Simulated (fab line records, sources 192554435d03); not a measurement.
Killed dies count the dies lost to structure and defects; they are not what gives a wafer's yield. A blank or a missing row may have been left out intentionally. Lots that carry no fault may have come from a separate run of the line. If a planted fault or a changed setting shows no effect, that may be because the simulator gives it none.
Chamber matching    flow n5Finfet    3 sister chambers for N5_BEOL_M7_ILD_DEP_00 on pecvd-02
The step deposits SiCOH lowk from DEMS/porogen, target thk 179.75 nm, time 33.4 s. 3 wafers are shown with their chamber, then 9 later ones without.

== EACH WAFER AND ITS CHAMBER ==
wafer   chamber  throttleValvePct (%)
L088.3  1        13.7
L090.4  2        13.0
L090.6  0        13.8

== WAFERS MISSING THEIR CHAMBER ==
wafer   throttleValvePct (%)
L091.1  13.6
L091.3  13.7
L091.4  12.8
L093.1  12.7
L093.4  13.3
L093.5  13.6
L095.1  13.5
L095.3  13.4
L095.4  13.6

== EACH ONE'S CHAMBER ==
wafer   from the rows above           in truth
L091.1  can't be placed: 1 or 0       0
L091.3  can't be placed: 1 or 0       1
L091.4  2                             2
L093.1  2                             2
L093.4  can't be placed: 2 or 1 or 0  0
L093.5  can't be placed: 1 or 0       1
L095.1  can't be placed: 1 or 0 or 2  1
L095.3  can't be placed: 1 or 0 or 2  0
L095.4  can't be placed: 1 or 0       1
Placed correctly: 2 of 9. These rows do not allow placing 7 (true chamber among the candidates in 7). Wrongly placed: 0.
How it was worked out, from the rows above alone: a wafer's distance from a chamber is the root of the sum, over the readings, of the square of ((its reading less the chamber's mean) divided by the reading's scatter). If the next closest chamber is less than 2 further off than the closest, the wafer can't be placed; otherwise it belongs to the closest. The mean given for a chamber averages the wafers shown for that chamber. The scatter: with one shown wafer a chamber, the root of the mean of the squares of how far each hidden wafer lies from its nearest shown one.
